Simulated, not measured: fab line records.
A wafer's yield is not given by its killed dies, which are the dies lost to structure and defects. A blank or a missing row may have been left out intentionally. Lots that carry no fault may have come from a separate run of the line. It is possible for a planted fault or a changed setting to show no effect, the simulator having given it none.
A struck lot beside a sound one / flow nand_harc / 14 out of 1159 route steps
Sound: the wafers L823.1, L823.2, L823.6. The struck wafers were L811.2, L811.3, L811.6. At the end, the cause is stated.
For every step that has rows: the tool of each side, followed by ch and its chambers, followed by its first start. Under that, the readings that differ: sound wafers / struck wafers / difference of the means / sigmas: that difference in standard deviations of wafers without a fault.
alike: a reading whose means differ by less than 2 such deviations, as well as words and numbers matching on both sides. not compared: withheld readings; readings where some wafer has no value; bounds like >300 that might hide an equal value; numbers whose values overlap and for which the record gives no deviation.
The two part at a step that has a row with sigmas, a row that says differs or no value, or rows on one side only. Non-overlapping numbers with no deviation appear without sigmas and do not part them. A reading missing from all wafers of one side parts the sides only when that side holds two or more wafers.

NHARC_P_M1_PRE_CLEAN_30: time 30 s.
  sound on pvd_sputter-03; struck on pvd_sputter-03
  alike: heater_power_w
NHARC_P_M1_PVD_20: deposits TaN, target thk 5 nm, time 8.06 s.
  sound on pvd_sputter-03; struck on pvd_sputter-03
  alike: bias_v, throttle_valve_pct
NHARC_P_M1_PVD_21: deposits Cu, target thk 30 nm, time 20.49 s.
  sound on pvd_sputter-03; struck on pvd_sputter-03
  alike: throttle_valve_pct
then, 1 step without rows for these wafers: NHARC_P_M1_ECD_22 (material Cu, target thk 400 nm).
NHARC_P_M1_ANNEAL_31: time 90 s.
  sound on rtp_anneal-01 ch 0, day 10 04:52; struck on rtp_anneal-02 ch 0, day 6 23:31
  alike: wafer_temp_C_max
NHARC_P_M1_CMP_23: polishes, t overpolish 20 s, target thk 157.82 nm.
  sound on cmp-04 ch 0,2,3, day 10 05:13; struck on cmp-04 ch 1,2, day 6 23:49
  alike: motor_current_A, time_to_endpoint_s
  not compared: pad_life_wafers
NHARC_P_M1_THK_MEAS_24: measures by xrf.
  sound on film_metro-01 at day 10 05:32; struck on film_metro-01 at day 7 00:07
  alike: thk_nm
next, for these wafers, 1 step has no rows: NHARC_P_M1_SRD_25.
NHARC_P_M1_INSPECT_27:
  sound on defect_inspect-02 at day 10 05:42; struck on defect_inspect-01 at day 7 00:17
reading=raw_defect_count; sound=177 288 289; struck=390 700 662; difference=+333; sigmas=+3
then, 2 steps without rows for these wafers: NHARC_P_M1_PRE_CLEAN_32 (time 12 s); NHARC_P_M1_DEP_33 (deposits SiCN, target thk 30 nm).
NHARC_P_M2_DEP_00: deposits SiOC, target thk 182.5 nm.
  sound on pecvd-02 ch 0,2, day 10 06:16; struck on pecvd-01 ch 1,2, day 7 01:29
then, 1 step without rows for these wafers: NHARC_P_M2_DEHYDRATE_01 (time 120 s).
-- jump in the record: it breaks off in module P_M2 and resumes in module END (first step shown: number 1159 of the route), and 13 days separate the struck wafers' starts before and after --
NHARC_END_SORT_01:
  sound on prober-01 ch 0, day 23 06:02; struck on prober-02 ch 0, day 20 03:41
reading=defect_limited_yield (%); sound=95.9 93.9 96.2; struck=0 0 0; difference=-95; sigmas=-56
reading=killed_at_periphery; sound=1 1 0; struck=653 653 651; difference=+652; sigmas=+99 or more
reading=killed_dies; sound=28 41 26; struck=677 677 677; difference=+645; sigmas=+59
reading=killed_short; sound=1 1 2; struck=5 4 4; difference=+3; sigmas=+2
reading=sort_bin_2_pct (%); sound=1.3 2.5 1.2; struck=97.0 96.6 96.8; difference=+95.1; sigmas=+99 or more
reading=sort_n_pass; sound=649 636 651; struck=0 0 0; difference=-645; sigmas=-59
reading=sort_rim_yield_pct (%); sound=99.1 95.3 98.1; struck=0 0 0; difference=-98; sigmas=-38
reading=sort_yield_pct (%); sound=95.9 93.9 96.2; struck=0 0 0; difference=-95; sigmas=-56
  alike: killed_at_array, killed_at_other, killed_open, sort_bin_3_pct, sort_bin_4_pct

== WHERE THEY PART ==
Last at NHARC_END_SORT_01 as far as this record goes, first at NHARC_P_M1_INSPECT_27.

WHY: whatever the simulator had introduced
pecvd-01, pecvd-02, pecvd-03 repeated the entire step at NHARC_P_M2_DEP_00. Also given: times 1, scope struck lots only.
